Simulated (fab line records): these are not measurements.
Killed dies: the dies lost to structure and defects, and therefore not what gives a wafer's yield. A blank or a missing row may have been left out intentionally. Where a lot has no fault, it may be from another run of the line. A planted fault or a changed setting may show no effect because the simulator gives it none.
Lot-split experiment :: flow n5 finfet :: 39 wafers read across 7 lots, on a route 1938 steps long

== ABOUT THE SPLIT ==
At N5_SD_EPI_P_EPI_21 (deposits SiGe:B, time 355 s), the setting time s was moved away from the recipe's 355 s on 12 of the 39 wafers read, by -42.2% to +25.4%. For the rest of the wafers, this setting stayed at what the recipe calls for.

== FROM THE SPLIT TO THE READING: what the file shows between them, 1 step ==
- N5_SD_EPI_P_EPI_MEAS_23

== THE READING ==
SiGe-B_of_SD_EPI_P_EPI_21.thk nm (the simulator's own value, which no gauge read), in nm, at N5_SD_EPI_P_HM_STRIP_48 (strips SiNx in H3PO4, material SiNx, target depth 3 nm). The file gives no usual value for it. Average 60.8 nm, standard deviation 0.4 nm, over the 27 wafers here run with the recipe.

wafer: L077.1
tool, chamber at the split: epi rpcvd-03, 0
time s as run, s: 205.1
against the recipe: -42.2%
SiGe-B_of_SD_EPI_P_EPI_21.thk nm, nm: 38
against lot-mates on the recipe: -23.1

wafer: L077.2
tool, chamber at the split: epi rpcvd-03, 0
time s as run, s: 205.1
against the recipe: -42.2%
SiGe-B_of_SD_EPI_P_EPI_21.thk nm, nm: 38
against lot-mates on the recipe: -23.1

wafer: L077.6
tool, chamber at the split: epi rpcvd-03, 0
time s as run, s: 205.1
against the recipe: -42.2%
SiGe-B_of_SD_EPI_P_EPI_21.thk nm, nm: 38
against lot-mates on the recipe: -23.1

wafer: L077.3
tool, chamber at the split: epi rpcvd-03, 0
time s as run, s: 355
against the recipe: recipe
SiGe-B_of_SD_EPI_P_EPI_21.thk nm, nm: 61.4
against lot-mates on the recipe: -

wafer: L077.4
tool, chamber at the split: epi rpcvd-03, 0
time s as run, s: 355
against the recipe: recipe
SiGe-B_of_SD_EPI_P_EPI_21.thk nm, nm: 61.4
against lot-mates on the recipe: -

wafer: L077.5
tool, chamber at the split: epi rpcvd-03, 0
time s as run, s: 355
against the recipe: recipe
SiGe-B_of_SD_EPI_P_EPI_21.thk nm, nm: 60.4
against lot-mates on the recipe: -

wafer: L082.1
tool, chamber at the split: epi rpcvd-03, 0
time s as run, s: 355
against the recipe: recipe
SiGe-B_of_SD_EPI_P_EPI_21.thk nm, nm: 61
against lot-mates on the recipe: -

wafer: L082.2
tool, chamber at the split: epi rpcvd-03, 0
time s as run, s: 355
against the recipe: recipe
SiGe-B_of_SD_EPI_P_EPI_21.thk nm, nm: 61.2
against lot-mates on the recipe: -

wafer: L082.3
tool, chamber at the split: epi rpcvd-03, 0
time s as run, s: 445.1
against the recipe: +25.4%
SiGe-B_of_SD_EPI_P_EPI_21.thk nm, nm: 70.6
against lot-mates on the recipe: +9.6

wafer: L082.4
tool, chamber at the split: epi rpcvd-03, 0
time s as run, s: 445.1
against the recipe: +25.4%
SiGe-B_of_SD_EPI_P_EPI_21.thk nm, nm: 70.4
against lot-mates on the recipe: +9.4

wafer: L082.5
tool, chamber at the split: epi rpcvd-03, 0
time s as run, s: 445.1
against the recipe: +25.4%
SiGe-B_of_SD_EPI_P_EPI_21.thk nm, nm: 70.4
against lot-mates on the recipe: +9.4

wafer: L082.6
tool, chamber at the split: epi rpcvd-03, 0
time s as run, s: 355
against the recipe: recipe
SiGe-B_of_SD_EPI_P_EPI_21.thk nm, nm: 60.8
against lot-mates on the recipe: -

wafer: L086.1
tool, chamber at the split: epi rpcvd-03, 0
time s as run, s: 355
against the recipe: recipe
SiGe-B_of_SD_EPI_P_EPI_21.thk nm, nm: 61
against lot-mates on the recipe: -

wafer: L086.2
tool, chamber at the split: epi rpcvd-03, 0
time s as run, s: 355
against the recipe: recipe
SiGe-B_of_SD_EPI_P_EPI_21.thk nm, nm: 60.8
against lot-mates on the recipe: -

wafer: L086.3
tool, chamber at the split: epi rpcvd-03, 0
time s as run, s: 355
against the recipe: recipe
SiGe-B_of_SD_EPI_P_EPI_21.thk nm, nm: 60.8
against lot-mates on the recipe: -

wafer: L086.4
tool, chamber at the split: epi rpcvd-03, 0
time s as run, s: 355
against the recipe: recipe
SiGe-B_of_SD_EPI_P_EPI_21.thk nm, nm: 60.4
against lot-mates on the recipe: -

wafer: L086.5
tool, chamber at the split: epi rpcvd-03, 0
time s as run, s: 355
against the recipe: recipe
SiGe-B_of_SD_EPI_P_EPI_21.thk nm, nm: 60.4
against lot-mates on the recipe: -

wafer: L086.6
tool, chamber at the split: epi rpcvd-03, 0
time s as run, s: 355
against the recipe: recipe
SiGe-B_of_SD_EPI_P_EPI_21.thk nm, nm: 60.4
against lot-mates on the recipe: -

wafer: L089.1
tool, chamber at the split: epi rpcvd-03, 0
time s as run, s: 355
against the recipe: recipe
SiGe-B_of_SD_EPI_P_EPI_21.thk nm, nm: 60.8
against lot-mates on the recipe: -

wafer: L089.2
tool, chamber at the split: epi rpcvd-03, 0
time s as run, s: 355
against the recipe: recipe
SiGe-B_of_SD_EPI_P_EPI_21.thk nm, nm: 60.8
against lot-mates on the recipe: -

wafer: L089.6
tool, chamber at the split: epi rpcvd-03, 0
time s as run, s: 355
against the recipe: recipe
SiGe-B_of_SD_EPI_P_EPI_21.thk nm, nm: 60.8
against lot-mates on the recipe: -

wafer: L089.3
tool, chamber at the split: epi rpcvd-03, 0
time s as run, s: 419
against the recipe: +18.0%
SiGe-B_of_SD_EPI_P_EPI_21.thk nm, nm: 67.2
against lot-mates on the recipe: +6.4

wafer: L089.4
tool, chamber at the split: epi rpcvd-03, 0
time s as run, s: 419
against the recipe: +18.0%
SiGe-B_of_SD_EPI_P_EPI_21.thk nm, nm: 67.2
against lot-mates on the recipe: +6.4

wafer: L089.5
tool, chamber at the split: epi rpcvd-03, 0
time s as run, s: 419
against the recipe: +18.0%
SiGe-B_of_SD_EPI_P_EPI_21.thk nm, nm: 68.2
against lot-mates on the recipe: +7.4

wafer: L090.1
tool, chamber at the split: epi rpcvd-02, 0
time s as run, s: 355
against the recipe: recipe
SiGe-B_of_SD_EPI_P_EPI_21.thk nm, nm: 61
against lot-mates on the recipe: -

wafer: L090.2
tool, chamber at the split: epi rpcvd-02, 0
time s as run, s: 355
against the recipe: recipe
SiGe-B_of_SD_EPI_P_EPI_21.thk nm, nm: 60.8
against lot-mates on the recipe: -

wafer: L090.4
tool, chamber at the split: epi rpcvd-02, 0
time s as run, s: 355
against the recipe: recipe
SiGe-B_of_SD_EPI_P_EPI_21.thk nm, nm: 60.8
against lot-mates on the recipe: -

wafer: L090.3
tool, chamber at the split: epi rpcvd-02, 0
time s as run, s: 355
against the recipe: recipe
SiGe-B_of_SD_EPI_P_EPI_21.thk nm, nm: 60.6
against lot-mates on the recipe: -

wafer: L090.5
tool, chamber at the split: epi rpcvd-02, 0
time s as run, s: 355
against the recipe: recipe
SiGe-B_of_SD_EPI_P_EPI_21.thk nm, nm: 61.2
against lot-mates on the recipe: -

wafer: L090.6
tool, chamber at the split: epi rpcvd-02, 0
time s as run, s: 355
against the recipe: recipe
SiGe-B_of_SD_EPI_P_EPI_21.thk nm, nm: 61.2
against lot-mates on the recipe: -

wafer: L094.1
tool, chamber at the split: epi rpcvd-02, 0
time s as run, s: 355
against the recipe: recipe
SiGe-B_of_SD_EPI_P_EPI_21.thk nm, nm: 61.2
against lot-mates on the recipe: -

wafer: L094.6
tool, chamber at the split: epi rpcvd-02, 0
time s as run, s: 355
against the recipe: recipe
SiGe-B_of_SD_EPI_P_EPI_21.thk nm, nm: 61.2
against lot-mates on the recipe: -

wafer: L094.3
tool, chamber at the split: epi rpcvd-02, 0
time s as run, s: 355
against the recipe: recipe
SiGe-B_of_SD_EPI_P_EPI_21.thk nm, nm: 61
against lot-mates on the recipe: -

wafer: L095.1
tool, chamber at the split: epi rpcvd-02, 0
time s as run, s: 355
against the recipe: recipe
SiGe-B_of_SD_EPI_P_EPI_21.thk nm, nm: 60
against lot-mates on the recipe: -

wafer: L095.3
tool, chamber at the split: epi rpcvd-02, 0
time s as run, s: 355
against the recipe: recipe
SiGe-B_of_SD_EPI_P_EPI_21.thk nm, nm: 60
against lot-mates on the recipe: -

wafer: L095.5
tool, chamber at the split: epi rpcvd-02, 0
time s as run, s: 355
against the recipe: recipe
SiGe-B_of_SD_EPI_P_EPI_21.thk nm, nm: 60
against lot-mates on the recipe: -

wafer: L095.2
tool, chamber at the split: epi rpcvd-02, 0
time s as run, s: 422.9
against the recipe: +19.1%
SiGe-B_of_SD_EPI_P_EPI_21.thk nm, nm: 68
against lot-mates on the recipe: +8.0

wafer: L095.4
tool, chamber at the split: epi rpcvd-02, 0
time s as run, s: 422.9
against the recipe: +19.1%
SiGe-B_of_SD_EPI_P_EPI_21.thk nm, nm: 67
against lot-mates on the recipe: +7.0

wafer: L095.6
tool, chamber at the split: epi rpcvd-02, 0
time s as run, s: 422.9
against the recipe: +19.1%
SiGe-B_of_SD_EPI_P_EPI_21.thk nm, nm: 67.2
against lot-mates on the recipe: +7.2

THE FIT
A straight line over all 39 wafers: SiGe-B_of_SD_EPI_P_EPI_21.thk nm changes by +0.472 nm for each +1% of time s; r = +0.99; the points scatter about the line by 1.2 nm.
The same after taking each lot's own level away (the mean of its wafers on the recipe; 39 wafers): +0.478 nm for each +1%; r = +0.99; scatter 1.2 nm.
According to that fit, moving time s by its largest amount changes the reading by 20 nm.
Across the lots, their own levels run from 60.00 to 61.13 nm, a range of 2.8 times the standard deviation given above.
So the lot-to-lot level changes the slope little: the two slopes agree.
Check: with one of the wafers moved furthest among these (-42.2%) left out of the fit, the line predicts -20.2 nm for it against its lot-mates. It came out at -23.1 nm against them.

== THESE WAFERS: OTHER SPLITS ==
These wafers also went through other splits before the reading. Each is held against what the fit with the lots' levels taken away leaves over:
other split on the same wafers: N5_ZERO_LAYER_DEVELOP_10 develop time s
wafers away from the commonest value: 15
r with SiGe-B_of_SD_EPI_P_EPI_21.thk nm (lot level and that fit taken away): +0.04

other split on the same wafers: N5_SD_EPI_N_ETCH_45 target depth a
wafers away from the commonest value: 12
r with SiGe-B_of_SD_EPI_P_EPI_21.thk nm (lot level and that fit taken away): +0.08

== THE WHOLE CHAIN: every reading that the file lists as answering this split, in the file's order ==
step: N5_SD_EPI_P_EPI_21
what it does: deposits SiGe:B, time 355 s
reading: SiGe-B_of_SD_EPI_P_EPI_21.thk nm (the simulator's own value, which no gauge read)
change (the file's fit): +0.476 nm for each +1% of the setting
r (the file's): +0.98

step: N5_SD_EPI_P_EPI_MEAS_23
what it does: 
reading: thk nm
change (the file's fit): withheld for each +1% of the setting
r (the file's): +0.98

step: N5_SD_EPI_P_HM_STRIP_48
what it does: strips SiNx in H3PO4, material SiNx, target depth 3 nm
reading: SiGe-B_of_SD_EPI_P_EPI_21.thk nm (the simulator's own value, which no gauge read)
change (the file's fit): +0.474 nm for each +1% of the setting
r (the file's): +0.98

== THE FILE'S OWN FIT ==
SiGe-B_of_SD_EPI_P_EPI_21.thk nm changes by +0.474 nm for each +1% of time s, r = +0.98.
